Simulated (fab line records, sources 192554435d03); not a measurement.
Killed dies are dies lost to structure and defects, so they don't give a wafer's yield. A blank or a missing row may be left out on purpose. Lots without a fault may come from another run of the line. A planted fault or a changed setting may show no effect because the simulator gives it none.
A struck lot beside a sound one | flow n5_finfet | 14 steps out of a route of 1938
Sound: wafers L119.1, L119.5, L119.6. Struck: wafer L128.1. (L128.3 of the same lot was not struck and is left out.) The cause comes at the end.
At each step with rows: each side's tool, then ch and its chambers, then its first start. Under that, the readings that differ: sound wafers | struck wafers | difference of the means | sigmas: that difference in standard deviations of wafers without a fault.
alike: readings whose means differ by less than 2 such deviations, and words and numbers that are the same on both sides. not compared: withheld readings, readings that some wafer has no value for, bounds like >300 that may hide the same value, and numbers for which the record gives no deviation and whose values overlap.
The two part at a step that has a row with sigmas, a row that says differs or no value, or rows on one side only. Numbers that don't overlap but have no deviation are shown without sigmas and don't part them. A reading that every wafer of one side lacks parts them only if that side has two wafers or more.

first, 1 step without rows for these wafers: N5_BEOL_M11_DEVELOP_27 (develop time 30 s).
N5_BEOL_M11_CD_MEAS_28: target cd 70 nm.
  sound on cd_sem-01 ch 0, day 9 21:37; struck on cd_sem-01 ch 0, day 12 00:34
  alike: cd_nm
N5_BEOL_M11_OVL_MEAS_29:
  sound on overlay-01 ch 0, day 9 21:39; struck on overlay-02 ch 0, day 12 00:35
  reading      | sound        | struck | difference | sigmas
  V10_OVL (nm) | 1.7 1.7 -0.8 | -1.4   | -2.3       | -3
N5_BEOL_M11_INSPECT_30: inspects for defects (brightfield).
  sound on defect_inspect-02, day 9 21:41; struck on defect_inspect-02, day 12 00:37
  alike: raw_defect_count
then, 1 step without rows for these wafers: N5_BEOL_M11_DESCUM_33 (chemistry O2, time 7.9 s).
N5_BEOL_M11_ETCH_65: etches SiARC in CF4, target depth 39 nm, time 65 s.
  sound on rie_diel-05 ch 1,2, day 9 21:58; struck on rie_diel-01 ch 0, day 12 00:46
  reading                     | sound       | struck | difference | sigmas
  drypump_motor_current_A (A) | 6.7 6.8 6.1 | 4.9    | -1.6       | -3
  alike: chamber_pressure_mTorr, etch_rf_on_time_s, oes_product_au, rf_vpp_V, showerhead_plenum_p_Torr, throttle_valve_pct
  not compared: rf_hours_counter_h
N5_BEOL_M11_ETCH_66: etches SOC in N2/H2, target depth 120 nm, overetch 24 nm, time 180 s.
  sound on rie_diel-05 ch 1,2, day 9 22:01; struck on rie_diel-01 ch 0, day 12 00:49
  reading                     | sound             | struck | difference | sigmas
  drypump_motor_current_A (A) | 6.7 6.7 6.1       | 4.9    | -1.6       | -3
  throttle_valve_pct (%)      | 17.46 17.47 17.61 | 18.05  | +0.54      | +2
  alike: chamber_pressure_mTorr, oes_product_au, rf_vpp_V, showerhead_plenum_p_Torr
  not compared: rf_hours_counter_h
then, 1 step without rows for these wafers: N5_BEOL_M11_STRIP_69 (strips in N2/H2).
N5_BEOL_M11_VIA_ETCH_34: etches SiCOH lowk in C4F6/O2, target depth 184.5 nm, time 69.2 s.
  sound on rie_diel-05 ch 1,2, day 9 22:09; struck on rie_diel-01 ch 0, day 12 00:57
  reading                     | sound               | struck | difference | sigmas
  C4F6_flow_sccm (sccm)       | 10.011 10.046 9.991 | 9.957  | -0.059     | -2
  drypump_motor_current_A (A) | 6.7 6.8 6.1         | 4.9    | -1.6       | -3
  throttle_valve_pct (%)      | 20.31 20.30 20.59   | 20.91  | +0.51      | +2
  alike: chamber_pressure_mTorr, oes_product_au, rf_vpp_V, showerhead_plenum_p_Torr
  not compared: rf_hours_counter_h
then, 1 step without rows for these wafers: N5_BEOL_M11_STRIP_73 (strips in C4F6/O2).
N5_BEOL_M11_STRIP_36: strips in N2/H2.
  sound on rie_diel-05 ch 1,2, day 9 22:13; struck on rie_diel-01 ch 0, day 12 01:01
  reading                     | sound          | struck | difference | sigmas
  drypump_motor_current_A (A) | 6.7 6.7 6.1    | 4.9    | -1.6       | -3
  throttle_valve_pct (%)      | 23.3 23.3 23.4 | 24.1   | +0.8       | +2
  alike: chamber_pressure_mTorr, oes_product_au, rf_vpp_V, showerhead_plenum_p_Torr
  not compared: rf_hours_counter_h
N5_BEOL_M11_TRENCH_ETCH_37: etches SiCOH lowk in C4F6/O2, target depth 148.83 nm, time 48 s.
  sound on rie_diel-05 ch 1,2; struck on rie_diel-01 ch 0
  reading                     | sound             | struck | difference | sigmas
  drypump_motor_current_A (A) | 6.7 6.7 6.1       | 4.9    | -1.6       | -3
  throttle_valve_pct (%)      | 20.35 20.32 20.59 | 20.94  | +0.52      | +2
  alike: C4F6_flow_sccm, chamber_pressure_mTorr, oes_product_au, rf_vpp_V, showerhead_plenum_p_Torr
  not compared: rf_hours_counter_h
N5_BEOL_M11_ETCH_41: etches SiCN in CH3F/O2, target depth 42.6 nm, time 86 s.
  sound on rie_diel-05 ch 1,2, day 9 22:17; struck on rie_diel-01 ch 0, day 12 01:05
  reading                     | sound             | struck | difference | sigmas
  drypump_motor_current_A (A) | 6.7 6.7 6.1       | 4.9    | -1.6       | -3
  model.etch.depth_nm (nm)    | 33.27 33.22 32.79 | 26.69  | -6.40      |
  alike: chamber_pressure_mTorr, oes_product_au, rf_vpp_V, showerhead_plenum_p_Torr, throttle_valve_pct
  not compared: rf_hours_counter_h
then, 1 step without rows for these wafers: N5_BEOL_M11_STRIP_77 (strips in N2/H2, time 10 s).

WHERE THEY PART
First at N5_BEOL_M11_OVL_MEAS_29; last, within this record, at N5_BEOL_M11_ETCH_41.

WHY: what the simulator had put in
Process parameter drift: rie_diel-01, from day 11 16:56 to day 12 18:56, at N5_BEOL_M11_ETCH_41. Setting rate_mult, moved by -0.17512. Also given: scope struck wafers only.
